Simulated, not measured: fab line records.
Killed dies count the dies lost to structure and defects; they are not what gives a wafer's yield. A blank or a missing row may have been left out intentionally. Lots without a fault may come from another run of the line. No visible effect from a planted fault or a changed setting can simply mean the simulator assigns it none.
Comparing a struck lot with a sound one :: flow n5Finfet :: 40 steps out of a route of 1938
Sound: wafers L858.1, L858.2, L858.3. Struck: wafer L852.6. (L852.1, L852.2 of the same lot were not struck and are left out.) The cause comes at the end.
Each step with rows lists, per side, the tool, then ch with its chambers, then its first start. Under that, the readings that differ: sound wafers :: struck wafers :: difference of the means :: sigmas: that difference in standard deviations of wafers without a fault.
alike: readings with means less than 2 such deviations apart, plus words and numbers identical on both sides. not compared: withheld readings, readings lacking a value on some wafer, bounds such as >300 that could conceal the same value, and numbers that have no deviation in the record and whose values overlap.
A row with sigmas, a row that says differs or no value, or rows on one side alone: a step with any of these is where the two part. Numbers that don't overlap but have no deviation are shown without sigmas and don't part them. Lack of a reading on every wafer of one side parts them only where that side has two or more wafers.

first, 12 steps without rows for these wafers: N5_BEOL_M1_ANNEAL_87 (time 240 s); N5_BEOL_M1_SPUTTER_88 (material Cu, target thk 4.5 nm, time 8.29 s); N5_BEOL_M1_ANNEAL_89 (time 240 s); N5_BEOL_M1_SPUTTER_90 (material Cu, target thk 4.5 nm, time 8.29 s); N5_BEOL_M1_ANNEAL_91 (time 240 s); N5_BEOL_M1_SPUTTER_92 (material Cu, target thk 4.5 nm, time 8.29 s); N5_BEOL_M1_ANNEAL_93 (time 240 s); N5_BEOL_M1_SPUTTER_94 (material Cu, target thk 4.5 nm, time 8.29 s); N5_BEOL_M1_ANNEAL_95 (time 240 s); N5_BEOL_M1_SPUTTER_96 (material Cu, target thk 4.5 nm, time 8.29 s); N5_BEOL_M1_ECD_50 (material Cu, target thk 300 nm); N5_BEOL_M1_ANNEAL_51 (time 90 s).
N5_BEOL_M1_CMP_52: polishes, stops on SiOC, t overpolish 6.8 s, target thk 40 nm.
  sound on cmp-04 ch 0,1,2, day 12 11:04; struck on cmp-01 ch 0, day 11 03:40
  alike: barrierFieldEndpointS, motorCurrentA, overpolishRunS, timeToEndpointS
then, 4 steps without rows for these wafers: N5_BEOL_M1_PRE_CLEAN_60 (time 15 s); N5_BEOL_M1_CO_CAP_55 (material Co, precursor CCTBA/H2, target thk 2 nm, time 102.1 s); N5_BEOL_M1_PRE_CLEAN_56 (time 15 s); N5_BEOL_M1_DEP_57 (deposits SiCN from 3MS/NH3, target thk 8 nm, time 14 s).
N5_BEOL_M1_INSPECT_59: inspects for defects (darkfield).
  sound: defectInspect-01 at day 12 11:40; struck: defectInspect-01 at day 11 04:15
reading: rawDefectCount
sound: 69 36 54
struck: 343
difference: +290
sigmas: +13
then, 12 steps without rows for these wafers: N5_BEOL_M2_ILD_DEP_00 (deposits SiOC from DEMS/O2, target thk 79 nm, time 15.3 s); N5_BEOL_M2_PECVD_72 (deposits SiO2 from TEOS/O2, target thk 16 nm, time 18 s); N5_BEOL_M2_HM_DEP_02 (deposits TiN, target thk 20 nm); N5_BEOL_M2_COAT_61 (time 60 s, resist thk 60 nm); N5_BEOL_M2_COAT_62 (time 60 s, resist thk 12 nm); N5_BEOL_M2_COAT_73 (time 60 s, resist thk 5 nm); N5_BEOL_M2_COAT_05 (resist thk 30 nm); N5_BEOL_M2_EBR_07; N5_BEOL_M2_SOFTBAKE_06 (time 60 s); N5_BEOL_M2_EXPOSE_08 (exposes mask M2); N5_BEOL_M2_PEB_09 (peb time 60 s); N5_BEOL_M2_DEVELOP_10 (develop time 30 s).
N5_BEOL_M2_INSPECT_13: inspects for defects (brightfield).
  sound: defectInspect-02 at day 12 13:07; struck: defectInspect-01 at day 11 05:29
reading: rawDefectCount
sound: 325 247 290
struck: 598
difference: +311
sigmas: +3
then, 6 steps without rows for these wafers: N5_BEOL_M2_DESCUM_16 (chemistry O2, time 7 s); N5_BEOL_M2_ETCH_74 (etches underlayer in N2/H2, target depth 6.5 nm, time 5.2 s); N5_BEOL_M2_ETCH_63 (etches SiARC in CF4, target depth 15.6 nm, time 26 s); N5_BEOL_M2_ETCH_64 (etches SOC in N2/H2, target depth 75 nm, overetch 22.5 nm, time 121.9 s); N5_BEOL_M2_STRIP_65 (strips in N2/H2); N5_BEOL_M2_STRIP_75 (strips in N2/H2).
N5_BEOL_M2_INSPECT_30: inspects for defects (brightfield).
  sound: defectInspect-02 at day 12 14:12; struck: defectInspect-01 at day 11 06:22
reading: rawDefectCount
sound: 327 244 282
struck: 607
difference: +323
sigmas: +3
-- a jump in the record: the struck wafers' starts before and after are 5 days apart (it breaks off in module BEOL_M2 and resumes in module BEOL_M4, where the first step shown is number 1111 of the route) --
N5_BEOL_M4_RC_MEAS_101:
  sound on prober-01 ch 0, day 17 09:47; struck on prober-01 ch 0, day 15 18:53
  alike: DIBL_N, DIBL_P, IOFF_N, IOFF_P, ION_N, ION_P, SS_N, SS_P, VT_N, VT_P
-- here the record skips 5 days between the struck wafers' starts before and after, leaving off in module BEOL_M4 and picking up in module PASSIVATION (first step shown: number 1936 of the route) --
N5_PASSIVATION_PROBE_49:
  sound: prober-02 at day 22 02:46; struck: prober-01 at day 20 18:05
reading: defectLimitedYield (%)
sound: 91.4 88.4 89.7
struck: 70.5
difference: -19.3
sigmas: -12

reading: killed_at_M0_to_M3
sound: 41 66 57
struck: 273
difference: +218
sigmas: +20

reading: killedDies
sound: 102 137 122
struck: 348
difference: +228
sigmas: +12

reading: killedOnRim
sound: 7 20 18
struck: 45
difference: +30
sigmas: +7

reading: killedShort
sound: 36 56 37
struck: 24
difference: -19
sigmas: -2

reading: sort_bin_5_function (%)
sound: 4.7 6.5 5.3
struck: 17.6
difference: +12.1
sigmas: +12

reading: sort_bin_6_memory (%)
sound: 3.6 4.6 4.4
struck: 10.3
difference: +6.1
sigmas: +8

reading: sortNPass
sound: 1078 1043 1058
struck: 832
difference: -228
sigmas: -11

reading: sortYieldPct (%)
sound: 91.4 88.4 89.7
struck: 70.5
difference: -19.3
sigmas: -11
  alike: killed_at_M4_up, killedAtContacts, killedAtFrontEnd, killedAtOther, killedOpen, sort_bin_4_leakage, sort_bin_8_speed

## WHERE THEY PART
At N5_BEOL_M1_INSPECT_59 first; at N5_PASSIVATION_PROBE_49 last (within this record only).

WHY: what the simulator had put in
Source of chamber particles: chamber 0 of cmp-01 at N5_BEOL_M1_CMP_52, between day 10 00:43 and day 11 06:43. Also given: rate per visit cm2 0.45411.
